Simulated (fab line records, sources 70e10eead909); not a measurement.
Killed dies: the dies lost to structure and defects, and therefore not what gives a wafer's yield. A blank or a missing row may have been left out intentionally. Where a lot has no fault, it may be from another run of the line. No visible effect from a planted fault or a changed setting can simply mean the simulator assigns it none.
fab line records	flow nandHarc
record lots=24	wafers=72	lastDay=24
route steps=1159 shown A_START@389 A_CHANNEL_HOLE_D1@477 A_CHANNEL_FILL_D1@500
lots untouched by any fault: they come from a run of this same line in which no faults occurred
startH: hours from the record's opening day to when the first of the lot's shown wafers began	waitH: hours elapsed since this lot's preceding step	" same as the row above	L1.1+2: a single row standing in for several wafers	- no value present, or no start provided	* or withheld: withheld	< > ~ a bound
route shown NAME@n: NAME is a module with steps in the file, n the number in the route of the first one	usual: average and standard deviation across the fault-free wafers	same: alike in all rows	chamber/n: place in a boat	sites: the reading at each site	_std_site: how widely they spread, as a standard deviation	_edge_site: the outer-site mean with the inner-site mean subtracted	radiusMm: for every site, how far away it sits from the centre of the wafer	mask NAME#n: copy n	behind: the tool/chamber that last shaped the wafer	hold: what put the lot on hold/how long, in hours/how the hold closed	device: whichever transistor did not switch (one of n, p or np)	end of line: the tests these same wafers got at the end of their route	a step given without rows: its recipe and nothing more	killed: at the first sort, the dies lost to defects and structure; wafer yield is something else	map: a wafer's dies, x killed, . not, _ none there
set.NAME: the setting as run; set.NAME@STEP: as run at that earlier step	model.NAME: the simulator's own value behind a step, which no gauge read
steps of the route over a sample of lots; a table a step, a row a wafer
services: a tool's chamber out of use, with start hour (startH, from the record's first day; less than 0 if before it), hours out, and reason
## steps
# step NHARC_A_START_INSPECT_01
# usual rawDefectCount=4.0/2.1
lot.wafer	tool	chamber	startH	waitH	rawDefectCount
L074.4	defectInspect-02	-	134.72	-	3
L074.5	"	-	"	"	2
L074.6	"	-	"	"	3
L075.1	defectInspect-01	-	146.54	-	0
L075.5	"	-	"	"	8
L075.6	"	-	"	"	2
L077.1	defectInspect-02	-	155.94	-	5
L077.2	"	-	"	"	2
L077.4	"	-	"	"	5
L076.3	defectInspect-02	-	156.74	-	7
L076.5	"	-	"	"	3
L076.6	"	-	"	"	0
L078.4	defectInspect-02	-	157.76	-	8
L078.5	"	-	"	"	8
L078.6	"	-	"	"	5
L081.1	defectInspect-01	-	164.75	-	2
L081.2	"	-	"	"	9
L081.4	"	-	"	"	7
L079.1	defectInspect-02	-	165.16	-	5
L079.2	"	-	"	"	3
L079.6	"	-	"	"	4
L080.3	defectInspect-01	-	169.05	-	4
L080.5	"	-	"	"	5
L080.6	"	-	"	"	3
L082.4	defectInspect-01	-	182.31	-	4
L082.5	"	-	"	"	3
L082.6	"	-	"	"	4
L083.4	defectInspect-02	-	189.18	-	5
L083.5	"	-	"	"	3
L083.6	"	-	"	"	1
L084.1	defectInspect-02	-	190.28	-	5
L084.2	"	-	"	"	3
L084.4	"	-	"	"	1
L085.2	defectInspect-01	-	197.36	-	1
L085.4	"	-	"	"	3
L085.6	"	-	"	"	4
L088.1	defectInspect-01	-	210.22	-	4
L088.3	"	-	"	"	9
L088.6	"	-	"	"	1
L087.1	defectInspect-02	-	212.86	-	4
L087.5	"	-	"	"	3
L087.6	"	-	"	"	2
L086.1	defectInspect-01	-	213.63	-	3
L086.3	"	-	"	"	7
L086.6	"	-	"	"	1
L089.4	defectInspect-01	-	221.90	-	4
L089.5	"	-	"	"	7
L089.6	"	-	"	"	5
L090.1	defectInspect-02	-	222.78	-	1
L090.4	"	-	"	"	7
L090.5	"	-	"	"	3
L091.1	defectInspect-01	-	229.83	-	5
L091.3	"	-	"	"	4
L091.4	"	-	"	"	6
L092.1	defectInspect-02	-	240.15	-	4
L092.2	"	-	"	"	7
L092.5	"	-	"	"	5
L093.1	defectInspect-02	-	244.25	-	2
L093.3	"	-	"	"	7
L093.4	"	-	"	"	4
L094.1	defectInspect-01	-	255.90	-	4
L094.2	"	-	"	"	6
L094.4	"	-	"	"	2
L095.3	defectInspect-01	-	260.29	-	2
L095.4	"	-	"	"	1
L095.6	"	-	"	"	1
L096.1	defectInspect-01	-	261.60	-	6
L096.2	"	-	"	"	5
L096.6	"	-	"	"	4
L097.1	defectInspect-02	-	278.14	-	1
L097.2	"	-	"	"	1
L097.4	"	-	"	"	4
# step NHARC_A_CHANNEL_HOLE_D1_ETCH_25
# recipe biasV=5000	sourceW=withheld	pressureMtorr=20	timeS=1040.2	arFlowSccm=375	c4f8FlowSccm=93.8	o2FlowSccm=31.2	tempC=-20	targetDepthA=15000	chemistry=C4F8/O2/Ar
# usual drypumpMotorCurrentA=5.4/0.42	heBacksideLeakSccm=5.6/0.76	showerheadPlenumPTorr=3.63/0.099	throttleValvePct=32.235/0.0095
lot.wafer	tool	chamber	startH	waitH	drypumpMotorCurrentA	heBacksideLeakSccm	rfHoursCounterH	showerheadPlenumPTorr	throttleValvePct
L074.4	harEtch-02	1	177.13	0.7	5.4	4.8	-	3.54	32.253
L074.5	"	1	"	"	5.3	5.0	-	3.54	32.246
L074.6	"	0	"	"	5.9	5.3	-	3.79	32.226
L077.2	harEtch-02	1	196.50	0.6	5.3	5.0	106	3.54	32.237
L077.1	"	0	"	"	5.9	5.4	106	3.79	32.235
L077.4	"	0	"	"	5.9	5.2	-	3.79	32.237
L076.3	harEtch-01	1	197.11	0.7	4.7	5.5	-	3.66	32.237
L076.6	"	1	"	"	4.7	5.5	-	3.66	32.232
L076.5	"	0	"	"	5.7	5.9	-	3.60	32.238
L078.4	harEtch-02	0	200.99	0.7	5.9	5.2	-	3.79	32.227
L078.6	"	0	"	"	5.9	5.3	-	3.79	32.235
L078.5	"	1	"	"	5.3	5.0	-	3.54	32.236
L075.1	harEtch-01	0	201.15	0.7	5.7	5.9	195	3.60	32.233
L075.6	"	1	"	"	4.7	5.4	-	3.66	32.237
L075.5	"	0	"	"	5.7	6.1	-	3.60	32.217
L079.1	harEtch-02	0	211.13	0.6	5.9	5.5	117	3.78	32.238
L079.2	"	1	"	"	5.3	5.0	117	3.53	32.238
L079.6	"	0	"	"	5.9	5.4	-	3.78	32.245
L081.1	harEtch-01	0	211.59	0.6	5.7	5.5	202	3.59	32.234
L081.2	"	1	"	"	4.7	5.6	202	3.65	32.236
L081.4	"	1	"	"	4.7	5.4	-	3.65	32.232
L080.3	harEtch-02	0	215.59	0.7	5.9	5.4	-	3.78	32.219
L080.5	"	0	"	"	5.9	5.1	-	3.78	32.245
L080.6	"	1	"	"	5.3	5.1	-	3.53	32.237
L082.4	harEtch-02	1	227.60	0.7	5.3	4.9	-	3.53	32.246
L082.6	"	0	"	"	5.9	5.6	-	3.78	32.234
L082.5	"	1	"	"	5.3	5.1	-	3.53	32.232
L084.2	harEtch-01	0	234.90	0.6	5.7	5.9	209	3.59	32.249
L084.1	"	1	"	"	4.8	5.7	209	3.65	32.234
L084.4	"	0	"	"	5.7	6.0	-	3.59	32.233
L083.4	harEtch-02	0	235.33	0.7	5.9	5.4	-	3.78	32.233
L083.6	"	0	"	"	5.9	5.5	-	3.78	32.228
L083.5	"	1	"	"	5.3	5.3	-	3.53	32.219
L085.2	harEtch-02	0	249.46	0.7	5.8	5.2	138	3.77	32.241
L085.4	"	0	"	"	5.9	5.4	-	3.77	32.223
L085.6	"	0	"	"	5.9	5.3	-	3.77	32.225
L088.1	harEtch-01	1	258.55	0.6	4.8	5.6	219	3.64	32.215
L088.3	"	0	"	"	5.7	5.8	-	3.58	32.232
L088.6	"	1	"	"	4.7	5.5	-	3.64	32.222
L087.1	harEtch-02	0	258.58	0.6	5.9	5.6	142	3.77	32.240
L087.5	"	0	"	"	5.9	5.5	-	3.77	32.234
L087.6	"	1	"	"	5.3	5.3	-	3.52	32.225
L086.1	harEtch-01	0	262.69	0.6	5.7	6.0	223	3.58	32.258
L086.3	"	1	"	"	4.8	5.8	-	3.64	32.234
L086.6	"	0	"	"	5.7	6.2	-	3.58	32.224
L089.4	harEtch-02	0	265.39	0.7	5.9	5.4	-	3.77	32.241
L089.6	"	0	"	"	5.9	5.7	-	3.77	32.219
L089.5	"	1	"	"	5.3	5.1	-	3.52	32.222
L090.1	harEtch-01	0	267.00	0.7	5.7	10.0	227	3.58	32.223
L090.4	"	1	"	"	4.8	5.8	-	3.64	32.239
L090.5	"	0	"	"	5.7	6.2	-	3.58	32.237
L091.1	harEtch-02	0	274.96	0.6	5.9	5.4	153	3.76	32.238
L091.4	"	0	"	"	5.9	5.6	-	3.76	32.230
L091.3	"	1	"	"	5.3	5.0	-	3.52	32.246
L092.1	harEtch-01	1	283.49	0.6	4.7	5.7	234	3.63	32.239
L092.2	"	0	"	"	5.7	6.3	234	3.58	32.250
L092.5	"	1	"	"	4.7	5.5	-	3.63	32.228
L093.1	harEtch-02	0	287.69	0.7	5.9	5.8	157	3.76	32.228
L093.4	"	1	"	"	5.3	4.9	-	3.51	32.242
L093.3	"	0	"	"	5.9	5.7	-	3.76	32.244
L094.2	harEtch-01	0	302.48	0.6	5.7	6.1	238	3.57	32.240
L094.1	"	1	"	"	4.7	9.9	238	3.63	32.226
L094.4	"	0	"	"	5.7	6.1	-	3.57	32.245
L096.1	harEtch-02	1	303.73	0.6	5.3	5.5	161	3.51	32.235
L096.2	"	0	"	"	5.9	5.7	161	3.76	32.226
L096.6	"	1	"	"	5.3	5.3	-	3.51	32.256
L095.3	harEtch-01	0	306.94	0.7	5.7	6.1	-	3.57	32.230
L095.4	"	1	"	"	4.7	5.7	-	3.63	32.244
L095.6	"	1	"	"	4.7	5.7	-	3.63	32.238
L097.2	harEtch-02	0	324.67	0.6	5.9	5.5	175	3.75	32.248
L097.1	"	1	"	"	5.3	5.2	175	3.50	32.228
L097.4	"	0	"	"	5.9	5.7	-	3.75	32.236
# step NHARC_A_CHANNEL_HOLE_D1_ETCH_26
# recipe biasV=300	sourceW=2000	pressureMtorr=30	timeS=224.1	arFlowSccm=375	c4f8FlowSccm=11.4	o2FlowSccm=113.6	tempC=-20	targetDepthA=3000	chemistry=C4F8/O2/Ar
# usual biasV=299.6/2.9	drypumpMotorCurrentA=5.4/0.42	heBacksideLeakSccm=5.5/0.52	showerheadPlenumPTorr=3.68/0.1	throttleValvePct=24.584/0.009
lot.wafer	tool	chamber	startH	waitH	biasV	drypumpMotorCurrentA	heBacksideLeakSccm	rfHoursCounterH	showerheadPlenumPTorr	throttleValvePct
L074.4	harEtch-02	1	177.77	0.5	298.9	5.3	5.2	-	3.58	24.577
L074.5	"	1	"	"	300.5	5.3	5.1	-	3.58	24.590
L074.6	"	0	"	"	302.0	5.8	5.2	-	3.85	24.588
L077.2	harEtch-02	1	197.38	0.7	297.4	5.3	4.7	106	3.58	24.595
L077.1	"	0	"	"	301.8	5.9	5.1	106	3.85	24.597
L077.4	"	0	"	"	299.8	5.9	5.1	-	3.85	24.590
L076.3	harEtch-01	1	197.76	0.5	297.4	4.7	5.4	-	3.71	24.580
L076.6	"	1	"	"	299.0	4.7	5.4	-	3.71	24.604
L076.5	"	0	"	"	297.8	5.7	5.9	-	3.64	24.582
L078.4	harEtch-02	0	201.64	0.5	297.7	5.9	5.6	-	3.84	24.596
L078.6	"	0	"	"	294.0	5.9	5.6	-	3.84	24.585
L078.5	"	1	"	"	300.4	5.3	5.1	-	3.58	24.587
L075.1	harEtch-01	0	201.92	0.6	298.8	5.7	5.9	196	3.64	24.583
L075.6	"	1	"	"	299.8	4.7	5.3	-	3.70	24.577
L075.5	"	0	"	"	300.4	5.7	5.8	-	3.64	24.588
L079.1	harEtch-02	0	212.02	0.7	298.4	5.9	5.3	117	3.84	24.581
L079.2	"	1	"	"	301.1	5.3	5.1	117	3.58	24.589
L079.6	"	0	"	"	297.4	5.9	5.2	-	3.84	24.570
L081.1	harEtch-01	0	212.47	0.7	299.3	5.7	5.8	203	3.64	24.585
L081.2	"	1	"	"	297.3	4.7	5.5	203	3.70	24.579
L081.4	"	1	"	"	295.8	4.7	7.2	-	3.70	24.585
L080.3	harEtch-02	0	216.23	0.5	298.3	5.9	5.4	-	3.84	24.571
L080.5	"	0	"	"	298.8	5.9	5.5	-	3.84	24.588
L080.6	"	1	"	"	301.3	5.3	5.3	-	3.57	24.578
L082.4	harEtch-02	1	228.15	0.4	300.7	5.3	4.9	-	3.57	24.576
L082.6	"	0	"	"	302.1	5.9	5.2	-	3.83	24.594
L082.5	"	1	"	"	301.0	5.3	4.8	-	3.57	24.588
L084.2	harEtch-01	0	235.77	0.7	297.1	5.7	5.8	210	3.63	24.581
L084.1	"	1	"	"	299.1	4.8	5.4	210	3.69	24.597
L084.4	"	0	"	"	300.7	5.7	6.1	-	3.63	24.571
L083.4	harEtch-02	0	235.99	0.5	301.0	5.9	5.3	-	3.83	24.561
L083.6	"	0	"	"	300.8	5.9	5.3	-	3.83	24.584
L083.5	"	1	"	"	303.0	5.3	5.4	-	3.57	24.580
L085.2	harEtch-02	0	250.23	0.6	302.0	5.9	5.5	139	3.83	24.593
L085.4	"	0	"	"	298.1	5.9	5.6	-	3.83	24.597
L085.6	"	0	"	"	295.0	5.9	5.5	-	3.83	24.571
L088.1	harEtch-01	1	259.42	0.7	304.2	4.7	5.7	220	3.69	24.580
L088.3	"	0	"	"	303.5	5.7	5.8	-	3.63	24.569
L088.6	"	1	"	"	298.5	4.7	5.6	-	3.69	24.597
L087.1	harEtch-02	0	259.47	0.7	296.0	5.9	5.6	143	3.83	24.583
L087.5	"	0	"	"	296.6	5.9	5.6	-	3.82	24.579
L087.6	"	1	"	"	298.5	5.3	5.2	-	3.56	24.598
L086.1	harEtch-01	0	263.56	0.7	294.7	5.7	5.7	224	3.63	24.580
L086.3	"	1	"	"	298.8	4.7	5.5	-	3.69	24.582
L086.6	"	0	"	"	297.6	5.7	5.6	-	3.63	24.573
L089.4	harEtch-02	0	266.06	0.5	298.8	5.9	5.3	-	3.82	24.594
L089.6	"	0	"	"	297.8	5.9	5.5	-	3.82	24.591
L089.5	"	1	"	"	298.2	5.3	5.2	-	3.56	24.590
L090.1	harEtch-01	0	267.76	0.6	300.0	5.7	5.5	228	3.62	24.574
L090.4	"	1	"	"	303.8	4.8	5.6	-	3.69	24.596
L090.5	"	0	"	"	304.0	5.7	6.0	-	3.62	24.565
L091.1	harEtch-02	0	275.84	0.7	297.8	5.9	5.7	154	3.82	24.583
L091.4	"	0	"	"	298.8	5.9	5.6	-	3.82	24.589
L091.3	"	1	"	"	298.8	5.3	5.3	-	3.56	24.576
L092.1	harEtch-01	1	284.37	0.7	301.2	4.8	5.9	235	3.68	24.577
L092.2	"	0	"	"	305.2	5.7	6.3	235	3.62	24.582
L092.5	"	1	"	"	303.5	4.7	5.6	-	3.68	24.574
L093.1	harEtch-02	0	288.47	0.6	298.9	5.9	5.5	158	3.82	24.578
L093.4	"	1	"	"	302.4	5.4	5.5	-	3.55	24.586
L093.3	"	0	"	"	301.3	5.9	5.3	-	3.82	24.583
L094.2	harEtch-01	0	303.36	0.7	303.9	5.7	6.1	238	3.62	24.586
L094.1	"	1	"	"	305.3	4.8	5.8	238	3.68	24.574
L094.4	"	0	"	"	302.8	5.7	6.2	-	3.62	24.605
L096.1	harEtch-02	1	304.61	0.7	298.8	5.3	5.1	161	3.55	24.586
L096.2	"	0	"	"	296.1	5.9	5.5	161	3.81	24.587
L096.6	"	1	"	"	303.9	5.3	5.0	-	3.55	24.587
L095.3	harEtch-01	0	307.60	0.5	297.3	5.7	6.3	-	3.62	24.573
L095.4	"	1	"	"	298.7	4.7	5.8	-	3.68	24.580
L095.6	"	1	"	"	302.0	4.7	5.7	-	3.68	24.593
L097.2	harEtch-02	0	325.54	0.7	304.2	5.9	6.5	176	3.81	24.600
L097.1	"	1	"	"	294.4	5.3	4.8	176	3.54	24.600
L097.4	"	0	"	"	294.8	5.9	5.5	-	3.81	24.580
# step NHARC_A_CHANNEL_HOLE_D1_STRIP_27
# recipe o2FlowSccm=500	arFlowSccm=0	biasW=0	chemistry=O2
# usual drypumpMotorCurrentA=5.5/0.48	oesProductAu=1.000/0.011	rfVppV=58.0/0.92	showerheadPlenumPTorr=3.59/0.11	throttleValvePct=17.035/0.0093
lot.wafer	tool	chamber	startH	waitH	drypumpMotorCurrentA	oesProductAu	rfHoursCounterH	rfVppV	showerheadPlenumPTorr	throttleValvePct
L074.4	rieDiel-11	1	-	-	5.8	0.995	10	57.2	3.43	17.035
L074.6	"	2	"	"	4.7	1.000	-	56.6	3.39	17.040
L074.5	"	3	"	"	5.3	0.995	-	56.2	3.71	17.031
L077.4	rieDiel-01	3	-	-	5.2	0.999	5	57.2	3.48	17.020
L077.2	"	0	"	"	5.1	0.993	5	59.1	3.44	17.029
L077.1	"	1	"	"	6.5	1.003	5	58.7	3.62	17.042
L076.3	rieDiel-13	2	-	-	5.5	0.985	6	59.0	3.66	17.048
L076.6	"	2	"	"	5.5	0.990	-	56.3	3.66	17.048
L076.5	"	3	"	"	5.8	1.011	-	57.6	3.48	17.050
L078.4	rieDiel-01	0	-	-	5.1	0.990	5	58.4	3.44	17.054
L078.6	"	2	"	"	5.3	1.007	-	57.3	3.66	17.028
L078.5	"	3	"	"	5.2	1.001	-	58.6	3.47	17.033
L075.1	rieDiel-13	3	-	-	5.8	1.010	5	56.9	3.48	17.035
L075.6	"	3	"	"	5.9	1.005	-	58.6	3.48	17.034
L075.5	"	0	"	"	4.9	1.002	-	59.0	3.70	17.036
L079.1	rieDiel-13	1	-	-	5.8	0.991	7	58.5	3.62	17.032
L079.2	"	0	"	"	4.9	1.011	6	58.1	3.70	17.050
L079.6	"	2	"	"	5.5	0.976	-	56.5	3.66	17.033
L081.4	rieDiel-01	1	-	-	6.5	0.995	6	59.1	3.62	17.026
L081.2	"	2	"	"	5.3	0.988	6	59.0	3.66	17.040
L081.1	"	0	"	"	5.2	0.996	6	57.6	3.44	17.025
L080.3	rieDiel-01	1	-	-	6.5	1.009	7	58.5	3.62	17.037
L080.5	"	1	"	"	6.5	1.003	-	59.6	3.62	17.022
L080.6	"	2	"	"	5.3	1.000	-	58.5	3.66	17.027
L082.4	rieDiel-01	3	-	-	5.2	1.003	7	57.7	3.47	17.036
L082.5	"	0	"	"	5.1	1.003	-	59.1	3.44	17.047
L082.6	"	1	"	"	6.5	1.007	-	59.3	3.62	17.037
L084.1	rieDiel-01	1	-	-	6.5	1.001	8	56.5	3.62	17.038
L084.2	"	2	"	"	5.3	1.014	8	58.8	3.66	17.039
L084.4	"	3	"	"	5.2	0.995	7	59.1	3.47	17.026
L083.4	rieDiel-11	0	-	-	5.7	1.007	3	57.8	3.75	17.037
L083.6	"	3	"	"	5.3	1.006	-	58.4	3.71	17.035
L083.5	"	0	"	"	5.7	0.998	-	58.1	3.75	17.028
L085.4	rieDiel-13	1	-	-	5.9	1.015	10	58.2	3.62	17.009
L085.2	"	2	"	"	5.5	0.982	10	58.6	3.66	17.031
L085.6	"	1	"	"	5.8	1.007	-	58.3	3.62	17.029
L088.3	rieDiel-13	1	-	-	5.8	0.985	11	57.4	3.62	17.021
L088.1	"	2	"	"	5.4	0.988	11	58.8	3.66	17.027
L088.6	"	1	"	"	5.8	1.000	-	59.6	3.62	17.028
L087.1	rieDiel-11	1	-	-	5.8	1.029	5	56.7	3.43	17.027
L087.6	"	0	"	"	5.6	1.003	-	57.5	3.75	17.020
L087.5	"	1	"	"	5.8	1.027	-	56.8	3.43	17.026
L086.3	rieDiel-01	1	-	-	6.5	1.004	9	59.1	3.62	17.042
L086.1	"	3	"	"	5.2	0.993	11	55.6	3.47	17.030
L086.6	"	1	"	"	6.5	1.008	-	57.9	3.62	17.042
L089.4	rieDiel-13	2	-	-	5.5	0.973	11	58.0	3.66	17.036
L089.6	"	1	"	"	5.8	0.999	-	57.3	3.62	17.036
L089.5	"	2	"	"	5.5	0.975	-	56.9	3.66	17.036
L090.4	rieDiel-13	0	-	-	4.9	0.999	10	59.4	3.70	17.043
L090.1	"	1	"	"	5.8	0.998	11	56.9	3.62	17.040
L090.5	"	3	"	"	5.9	1.000	-	56.4	3.48	17.048
L091.4	rieDiel-11	3	-	-	5.3	1.014	6	57.4	3.71	17.044
L091.3	"	0	"	"	5.6	1.015	5	57.3	3.75	17.033
L091.1	"	1	"	"	5.8	1.024	6	57.6	3.43	17.042
L092.1	rieDiel-01	3	-	-	5.2	0.993	13	57.3	3.47	17.041
L092.2	"	2	"	"	5.3	0.996	13	58.2	3.66	17.032
L092.5	"	0	"	"	5.1	0.995	-	58.1	3.44	17.046
L093.4	rieDiel-01	1	-	-	6.5	0.988	10	59.3	3.61	17.041
L093.3	"	2	"	"	5.3	1.004	13	57.8	3.66	17.028
L093.1	"	3	"	"	5.2	0.995	13	59.1	3.47	17.041
L094.1	rieDiel-13	0	-	-	4.9	0.992	1	58.2	3.70	17.043
L094.4	"	2	"	"	5.5	0.981	1	58.6	3.65	17.034
L094.2	"	3	"	"	5.9	1.000	1	56.5	3.48	17.048
L096.2	rieDiel-11	1	-	-	5.8	1.020	8	57.1	3.43	17.024
L096.1	"	2	"	"	4.7	0.979	8	58.6	3.39	17.038
L096.6	"	0	"	"	5.6	1.007	-	58.3	3.75	17.047
L095.3	rieDiel-01	2	-	-	5.3	1.004	13	58.7	3.66	17.042
L095.4	"	3	"	"	5.2	1.012	15	57.4	3.47	17.042
L095.6	"	0	"	"	5.2	0.995	-	57.2	3.44	17.053
L097.4	rieDiel-13	0	-	-	4.9	1.015	2	57.7	3.70	17.023
L097.1	"	1	"	"	5.8	1.001	2	57.9	3.61	17.049
L097.2	"	3	"	"	5.9	0.999	2	58.4	3.48	17.038
# step NHARC_A_CHANNEL_FILL_D1_ETCHBACK_20
# recipe targetDepthA=270	timeS=13.5	c4f8FlowSccm=withheld	o2FlowSccm=8	arFlowSccm=withheld	rfW=600	biasW=1500	chemistry=C4F8/O2/Ar
# usual oesProductAu=0.98/0.032	rfVppV=976/5.2
lot.wafer	tool	chamber	startH	waitH	oesProductAu	rfHoursCounterH	rfVppV
L074.4	rieDiel-03	1	204.27	-	0.91	6	983
L074.6	"	1	"	"	0.93	-	983
L074.5	"	2	"	"	0.92	-	973
L077.1	rieDiel-03	3	224.76	-	0.99	0	984
L077.4	"	1	"	"	0.98	0	980
L077.2	"	2	"	"	1.01	0	974
L076.3	rieDiel-09	3	224.77	-	0.93	3	972
L076.5	"	2	"	"	0.92	-	975
L076.6	"	3	"	"	0.94	-	972
L075.1	rieDiel-09	0	231.47	-	0.92	4	974
L075.5	"	1	"	"	0.94	-	968
L075.6	"	2	"	"	0.94	-	974
L078.4	rieDiel-03	1	231.51	-	0.99	0	982
L078.5	"	0	"	"	1.00	-	970
L078.6	"	1	"	"	0.98	-	980
L081.2	rieDiel-07	2	238.23	-	0.99	0	982
L081.4	"	3	"	"	1.01	0	972
L081.1	"	1	"	"	1.00	0	986
L079.2	rieDiel-09	1	238.23	-	1.00	4	971
L079.1	"	0	"	"	0.98	4	976
L079.6	"	3	"	"	0.98	-	971
L080.3	rieDiel-03	1	244.99	-	1.00	1	981
L080.5	"	2	"	"	1.01	-	974
L080.6	"	3	"	"	1.00	-	984
L082.4	rieDiel-03	3	259.20	-	0.98	1	984
L082.6	"	3	"	"	0.99	-	984
L082.5	"	0	"	"	1.00	-	970
L084.1	rieDiel-03	1	265.80	-	0.99	2	982
L084.4	"	3	"	"	0.99	2	984
L084.2	"	0	"	"	1.01	2	971
L083.4	rieDiel-09	3	265.81	-	1.00	0	972
L083.5	"	2	"	"	0.99	-	975
L083.6	"	3	"	"	0.99	-	973
L085.4	rieDiel-09	3	279.23	-	0.98	0	972
L085.2	"	0	"	"	1.00	0	976
L085.6	"	2	"	"	1.00	-	974
L088.1	rieDiel-03	2	286.21	-	1.02	2	974
L088.3	"	1	"	"	1.00	2	981
L088.6	"	3	"	"	1.00	-	983
L087.1	rieDiel-09	2	286.21	-	0.99	0	973
L087.6	"	2	"	"	0.99	-	974
L087.5	"	3	"	"	1.00	-	972
L086.3	rieDiel-03	0	291.70	-	1.02	3	972
L086.1	"	1	"	"	1.00	2	982
L086.6	"	0	"	"	1.00	-	971
L090.4	rieDiel-07	3	291.72	-	1.01	11	973
L090.1	"	0	"	"	0.99	12	982
L090.5	"	1	"	"	1.00	-	985
L089.4	rieDiel-09	1	291.73	-	0.92	0	971
L089.5	"	2	"	"	0.93	-	974
L089.6	"	3	"	"	0.93	-	973
L091.4	rieDiel-07	0	303.93	-	0.99	14	981
L091.3	"	1	"	"	0.99	15	985
L091.1	"	2	"	"	1.00	15	981
L092.2	rieDiel-09	3	310.72	-	1.00	1	972
L092.1	"	0	"	"	0.99	1	976
L092.5	"	1	"	"	1.01	-	968
L093.1	rieDiel-09	0	317.39	-	0.97	1	975
L093.3	"	1	"	"	0.96	1	971
L093.4	"	2	"	"	0.97	1	974
L094.4	rieDiel-03	1	329.96	-	0.91	4	982
L094.1	"	2	"	"	0.93	4	973
L094.2	"	0	"	"	0.93	4	970
L096.2	rieDiel-09	2	329.96	-	1.00	1	974
L096.1	"	1	"	"	1.00	1	970
L096.6	"	3	"	"	1.00	-	971
L095.4	rieDiel-03	2	333.86	-	0.93	4	975
L095.3	"	1	"	"	0.92	4	983
L095.6	"	3	"	"	0.93	-	985
L097.4	rieDiel-09	0	354.52	-	1.00	2	976
L097.1	"	2	"	"	1.00	2	974
L097.2	"	3	"	"	1.01	2	972
# step NHARC_A_CHANNEL_FILL_D1_ALD_25
# recipe targetThkA=600	pulseTimeS=10	aldCycles=600	tempC=300	material=SiOx
# usual heaterPowerW=483/49	precursorPulseHeightRel=1.002/0.019
lot.wafer	tool	chamber	startH	waitH	heaterPowerW	precursorPulseHeightRel
L074.4	aldHk-03	1	217.69	1.3	452	0.990
L074.6	"	3	218.92	2.5	515	1.048
L074.5	"	0	"	"	485	0.968
L076.3	aldHk-02	3	236.54	0.0	557	1.001
L076.6	"	3	238.97	2.5	568	1.031
L076.5	"	0	"	"	419	0.977
L077.1	aldHk-04	3	236.55	0.1	440	1.006
L077.4	"	1	237.79	1.3	579	0.992
L077.2	"	2	"	"	502	0.988
L078.4	aldHk-03	2	243.47	0.0	438	1.001
L078.5	"	2	245.93	2.5	451	0.985
L078.6	"	3	"	"	511	1.007
L075.1	aldHk-02	3	243.47	0.1	561	1.008
L075.6	"	3	245.94	2.5	567	1.014
L075.5	"	0	"	"	427	1.021
L081.1	aldHk-02	3	249.90	0.1	554	1.001
L081.4	"	0	"	"	405	0.973
L081.2	"	1	"	"	470	0.966
L079.1	aldHk-03	3	251.12	1.3	500	0.991
L079.2	"	0	"	"	484	0.987
L079.6	"	2	252.98	3.2	447	0.962
L080.3	aldHk-03	3	257.85	1.3	520	0.988
L080.6	"	1	259.08	2.5	441	1.018
L080.5	"	2	"	"	460	0.992
L082.4	aldHk-02	1	273.15	1.9	463	0.997
L082.5	"	2	"	"	522	1.050
L082.6	"	3	"	"	562	1.001
L084.4	aldHk-02	0	277.77	0.1	425	0.989
L084.1	"	1	"	"	459	1.011
L084.2	"	3	279.64	1.9	576	1.019
L083.4	aldHk-03	0	281.48	3.8	471	0.984
L083.6	"	1	282.72	5.0	445	0.990
L083.5	"	2	283.96	6.3	446	1.020
L085.4	aldHk-04	3	291.62	0.7	431	1.009
L085.2	"	0	"	"	496	0.982
L085.6	"	2	293.47	2.5	512	1.005
L090.1	aldHk-02	3	300.84	0.1	575	1.010
L090.4	"	1	302.07	1.3	474	1.023
L090.5	"	3	303.31	2.5	554	0.989
L087.1	aldHk-04	0	300.84	0.1	497	0.982
L087.5	"	0	303.37	2.6	502	0.978
L087.6	"	1	"	"	606	0.992
L089.4	aldHk-03	0	302.05	1.3	466	1.031
L089.6	"	2	303.27	2.5	444	0.983
L089.5	"	3	"	"	522	0.987
L088.1	aldHk-03	1	304.48	3.7	447	0.982
L088.3	"	2	"	"	458	1.027
L088.6	"	2	307.57	6.8	435	0.985
L086.3	aldHk-02	3	305.16	4.3	564	1.009
L086.1	"	1	306.39	5.6	450	0.999
L086.6	"	3	307.63	6.8	584	0.997
L091.3	aldHk-03	2	316.38	0.7	442	0.978
L091.4	"	3	"	"	525	0.987
L091.1	"	0	"	"	472	0.985
L092.2	aldHk-04	2	322.75	0.1	519	1.022
L092.1	"	3	"	"	445	0.966
L092.5	"	2	325.23	2.5	518	1.033
L093.1	aldHk-02	0	329.45	0.1	411	0.970
L093.3	"	1	"	"	469	1.017
L093.4	"	3	331.27	1.9	562	1.031
L094.2	aldHk-03	1	342.54	0.1	458	1.000
L094.4	"	2	"	"	459	0.986
L094.1	"	0	344.38	1.9	466	1.027
L096.1	aldHk-04	1	342.54	0.1	571	0.978
L096.2	"	3	343.77	1.3	456	0.989
L096.6	"	2	345.62	3.1	506	1.037
L095.4	aldHk-02	2	346.80	0.7	510	1.020
L095.3	"	3	"	"	554	0.988
L095.6	"	2	349.25	3.1	504	1.015
L097.2	aldHk-03	2	366.45	0.1	448	1.014
L097.1	"	0	367.70	1.3	468	0.998
L097.4	"	1	"	"	454	0.988
## services
tool	chamber	startH	hours	kind
rieDiel-13	3	159.07	8.3	repair
rieDiel-09	1	167.76	5.6	repair
aldHk-04	-	187.09	10.0	pm
rieDiel-11	3	189.28	12.8	repair
rieDiel-11	-	189.50	9.0	pm
rieDiel-03	-	196.60	0.2	repair
rieDiel-09	2	202.23	1.7	repair
rieDiel-11	-	212.41	1.0	repair
rieDiel-03	-	215.30	9.0	pm
rieDiel-13	3	218.81	6.7	repair
harEtch-02	-	237.50	2.2	repair
rieDiel-09	2	238.22	16.3	repair
rieDiel-01	1	242.32	12.9	repair
rieDiel-09	-	254.57	9.0	pm
aldHk-04	-	268.88	1.3	repair
rieDiel-03	-	270.77	0.7	repair
rieDiel-13	-	276.00	9.0	pm
aldHk-02	-	284.89	3.0	repair
rieDiel-01	0	295.76	3.9	repair
rieDiel-01	2	297.29	9.3	repair
harEtch-01	-	307.91	17.0	pm
rieDiel-01	-	314.92	9.0	pm
aldHk-03	-	322.43	10.0	pm
rieDiel-13	-	340.44	0.2	repair
## key
fault none
